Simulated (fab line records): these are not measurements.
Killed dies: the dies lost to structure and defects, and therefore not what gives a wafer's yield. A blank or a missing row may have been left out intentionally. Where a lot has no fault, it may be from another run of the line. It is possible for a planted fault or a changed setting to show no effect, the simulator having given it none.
Which tool was responsible? + flow nand_harc + Sampling: 15 lots, 42 wafers, 5 of 1159 route steps

== WHAT THE GAUGES READ, wafer by wafer ==
NHARC_P_M0_INSPECT_11. Usual: raw_defect_count reads 4.0 (standard deviation 2.9).
| lot  | measured     | on                | raw_defect_count | flag |
|------|--------------|-------------------|------------------|------|
| L754 | day 6 01:23  | defect_inspect-01 | 3 6 3            |      |
| L755 | day 6 01:01  | defect_inspect-02 | 5 2 4            |      |
| L757 | day 6 14:14  | defect_inspect-02 | 5 7 1            |      |
| L756 | day 6 14:05  | defect_inspect-01 | 2 2 2            |      |
| L758 | day 6 17:04  | defect_inspect-02 | 1 1 5            |      |
| L759 | day 7 00:23  | defect_inspect-01 | 2 5 7            |      |
| L764 | day 8 02:07  | defect_inspect-01 | 4 4              |      |
| L765 | day 9 01:56  | defect_inspect-02 | 0 5              |      |
| L768 | day 9 11:54  | defect_inspect-01 | 5 2              |      |
| L770 | day 9 20:58  | defect_inspect-01 | 3 6 5            |      |
| L772 | day 10 08:32 | defect_inspect-01 | 6 1 4            |      |
| L773 | day 10 17:14 | defect_inspect-02 | 3 2 5            |      |
| L775 | day 11 05:19 | defect_inspect-01 | 1 7 5            |      |
| L776 | day 11 06:34 | defect_inspect-02 | 3 6 5            |      |
| L777 | day 11 15:16 | defect_inspect-01 | 3 4 5            |      |

NHARC_END_SORT_01. Usual: killed_at_array 26, standard deviation 9.6; killed_at_other 0.7, standard deviation 0.92; killed_at_periphery 3.8, standard deviation 2.7; killed_dies 31, standard deviation 10; killed_open 3.3, standard deviation 1.7; killed_short 1.8, standard deviation 1.3.
| lot  | measured     | on        | killed_at_array | killed_at_other | killed_at_periphery | killed_dies | killed_open | killed_short | flag |
|------|--------------|-----------|-----------------|-----------------|---------------------|-------------|-------------|--------------|------|
| L764 | day 21 07:43 | prober-02 | 27 29           | 0 0             | 3 5                 | 30 34       | 0 4         | 1 1          |      |
| L765 | day 22 19:38 | prober-01 | 42 36           | 1 0             | 5 3                 | 48 39       | 3 3         | 2 1          |      |
| L772 | day 24 00:26 | prober-02 | 22 18 19        | 2 0 0           | 6 7 6               | 30 25 25    | 5 2 3       | 2 3 1        |      |
| L773 | day 24 17:32 | prober-01 | 25 30 28        | 1 0 1           | 2 0 3               | 28 30 32    | 2 5 1       | 1 3 2        |      |
| L775 | day 24 08:54 | prober-02 | 33 33 38        | 1 4 2           | 2 1 2               | 36 38 42    | 4 1 3       | 3 2 2        |      |

== WHAT TOOL EACH LOT RAN ON (gives the tool, then ch and the chambers of the sampled wafers, and finally the start) ==
| lot  | NHARC_P_GATE_RTA_64              | NHARC_P_GATE_DEGAS_109       | NHARC_P_CONTACT_CMP_24        |
|------|----------------------------------|------------------------------|-------------------------------|
| L754 | rtp_anneal-01 ch 0, day 5 07:31  | pvd_sputter-02, day 5 07:50  | cmp-02 ch 0,2,3, day 5 23:57  |
| L755 | rtp_anneal-01 ch 0, day 5 09:22  | pvd_sputter-01, day 5 09:40  | cmp-04 ch 0,2, day 5 23:28    |
| L757 | rtp_anneal-01 ch 0, day 6 02:25  | pvd_sputter-03, day 6 02:44  | cmp-04 ch 2,3, day 6 12:36    |
| L756 | rtp_anneal-01 ch 0, day 6 03:08  | pvd_sputter-01, day 6 03:27  | cmp-02 ch 2,3, day 6 12:40    |
| L758 | rtp_anneal-01 ch 0, day 6 09:46  | pvd_sputter-02, day 6 10:05  | cmp-03 ch 1,2,3, day 6 15:42  |
| L759 | rtp_anneal-02 ch 0, day 6 16:02  | pvd_sputter-01, day 6 16:18  | cmp-02 ch 0,2, day 6 22:58    |
| L764 | rtp_anneal-01 ch 0, day 7 18:40  | pvd_sputter-02, day 7 18:55  | cmp-02 ch 2,3, day 8 00:52    |
| L765 | rtp_anneal-02 ch 0, day 8 18:19  | pvd_sputter-01, day 8 18:35  | cmp-02 ch 1, day 9 00:38      |
| L768 | rtp_anneal-02 ch 0, day 9 00:47  | pvd_sputter-03, day 9 01:02  | cmp-02 ch 0,3, day 9 10:20    |
| L770 | rtp_anneal-01 ch 0, day 9 11:29  | pvd_sputter-01, day 9 11:47  | cmp-04 ch 0,2,3, day 9 19:29  |
| L772 | rtp_anneal-01 ch 0, day 9 23:01  | pvd_sputter-01, day 9 23:24  | cmp-04 ch 0,1,3, day 10 07:08 |
| L773 | rtp_anneal-01 ch 0, day 10 06:25 | pvd_sputter-01, day 10 06:41 | cmp-04 ch 2,3, day 10 15:50   |
| L775 | rtp_anneal-02 ch 0, day 10 18:31 | pvd_sputter-02, day 10 18:52 | cmp-03 ch 1,2,3, day 11 03:53 |
| L776 | rtp_anneal-02 ch 0, day 10 23:04 | pvd_sputter-03, day 10 23:24 | cmp-04 ch 0,1,2, day 11 04:52 |
| L777 | rtp_anneal-02 ch 0, day 11 06:17 | pvd_sputter-01, day 11 06:36 | cmp-03 ch 0,2, day 11 13:53   |
- NHARC_P_GATE_RTA_64: time 1 s.
- NHARC_P_GATE_DEGAS_109: time 60 s.
- NHARC_P_CONTACT_CMP_24: polishes, t overpolish 30 s, target thk 200 nm.

== AS READ BY THE TOOLS THEMSELVES (means over the sampled wafers that have a number; for cases with no such wafer, the mark the record gives instead) ==
NHARC_P_GATE_RTA_64. Usual: lamp_power_pct 32 %, standard deviation 3.7; wafer_temp_C_max 1055.3, standard deviation 1.6.
| lot  | tool          | lamp_power_pct (%) | wafer_temp_C_max | flag |
|------|---------------|--------------------|------------------|------|
| L754 | rtp_anneal-01 | 30                 | 1056.4           |      |
| L755 | rtp_anneal-01 | 30                 | 1056.7           |      |
| L757 | rtp_anneal-01 | 30                 | 1054.8           |      |
| L756 | rtp_anneal-01 | 30                 | 1056.6           |      |
| L758 | rtp_anneal-01 | 30                 | 1056.0           |      |
| L759 | rtp_anneal-02 | 38                 | 1054.3           |      |
| L764 | rtp_anneal-01 | 30                 | 1055.4           |      |
| L765 | rtp_anneal-02 | 38                 | 1053.5           |      |
| L768 | rtp_anneal-02 | 38                 | 1053.5           |      |
| L770 | rtp_anneal-01 | 30                 | 1056.4           |      |
| L772 | rtp_anneal-01 | 30                 | 1056.0           |      |
| L773 | rtp_anneal-01 | 30                 | 1055.1           |      |
| L775 | rtp_anneal-02 | 38                 | 1054.2           |      |
| L776 | rtp_anneal-02 | 37                 | 1054.4           |      |
| L777 | rtp_anneal-02 | 38                 | 1053.7           |      |

NHARC_P_GATE_DEGAS_109. Usual: heater_power_w reads 471 W (standard deviation 60).
| lot  | tool           | heater_power_w (W) | flag |
|------|----------------|--------------------|------|
| L754 | pvd_sputter-02 | 517                |      |
| L755 | pvd_sputter-01 | 454                |      |
| L757 | pvd_sputter-03 | 463                |      |
| L756 | pvd_sputter-01 | 440                |      |
| L758 | pvd_sputter-02 | 496                |      |
| L759 | pvd_sputter-01 | 453                |      |
| L764 | pvd_sputter-02 | 514                |      |
| L765 | pvd_sputter-01 | 444                |      |
| L768 | pvd_sputter-03 | 428                |      |
| L770 | pvd_sputter-01 | 431                |      |
| L772 | pvd_sputter-01 | 434                |      |
| L773 | pvd_sputter-01 | 436                |      |
| L775 | pvd_sputter-02 | 477                |      |
| L776 | pvd_sputter-03 | 439                |      |
| L777 | pvd_sputter-01 | 476                |      |

NHARC_P_CONTACT_CMP_24. Usual: motor_current_A 12.2 A, standard deviation 1.2; overpolish_run_s 30.000 s, standard deviation 0.01; pad_life_wafers 259, standard deviation 180; time_to_endpoint_s 40.3 s, standard deviation 2.1.
| lot  | tool   | motor_current_A (A) | overpolish_run_s (s) | pad_life_wafers | time_to_endpoint_s (s) | flag |
|------|--------|---------------------|----------------------|-----------------|------------------------|------|
| L754 | cmp-02 | 12.9                | 30.005               | 548             | 39.5                   |      |
| L755 | cmp-04 | 11.6                | 30.005               | 62              | 40.2                   |      |
| L757 | cmp-04 | 12.4                | 30.008               | 110             | 38.9                   |      |
| L756 | cmp-02 | 11.6                | 30.003               | 2               | 40.1                   |      |
| L758 | cmp-03 | 13.0                | 29.995               | 458             | 38.6                   |      |
| L759 | cmp-02 | 11.0                | 30.000               | 61              | 38.4                   |      |
| L764 | cmp-02 | 12.3                | 29.995               | 177             | 31.9                   | OFF  |
| L765 | cmp-02 | 12.4                | 30.002               | 307             | 32.2                   | OFF  |
| L768 | cmp-02 | 13.6                | 30.005               | 350             | 31.5                   | OFF  |
| L770 | cmp-04 | 12.0                | 30.006               | 19              | 40.1                   |      |
| L772 | cmp-04 | 12.1                | 29.999               | 74              | 43.4                   |      |
| L773 | cmp-04 | 11.7                | 29.995               | 146             | 43.6                   |      |
| L775 | cmp-03 | 13.4                | 29.997               | 530             | 42.3                   |      |
| L776 | cmp-04 | 11.7                | 29.990               | 230             | 38.6                   |      |
| L777 | cmp-03 | 12.5                | 29.992               | 602             | 42.4                   |      |

== THE ANSWER, worked out from the rows above alone ==
Rule: lot off if the mean of its wafers having a number is beyond 3 standard deviations from the usual mean. Also off: a lot with no number at a reading for which 4 or more lots have one. All remaining lots with rows at the step are treated as sound. After the gauges, taken in route order, come the tools' own readings; for these a lot's mean is taken, as printed above. At the first step where some lot is off, the reading lying furthest off is the one used; lots without a number count as furthest.
Off, at NHARC_P_CONTACT_CMP_24 on time_to_endpoint_s: L764, L765, L768.
A tool fits if, at that step or a process step before it, it ran every lot that is off, and no sound lot after the first of them. One fits: cmp-02 at NHARC_P_CONTACT_CMP_24. Its last sound lot is L759 (day 6 22:58), its first lot that is off L764 (day 8 00:52): a fault that began between those two fits.

== WHAT THE SIMULATOR HAD PUT IN ==
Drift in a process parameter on cmp-02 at NHARC_P_CONTACT_CMP_24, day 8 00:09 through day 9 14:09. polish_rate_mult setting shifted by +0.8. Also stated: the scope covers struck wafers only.
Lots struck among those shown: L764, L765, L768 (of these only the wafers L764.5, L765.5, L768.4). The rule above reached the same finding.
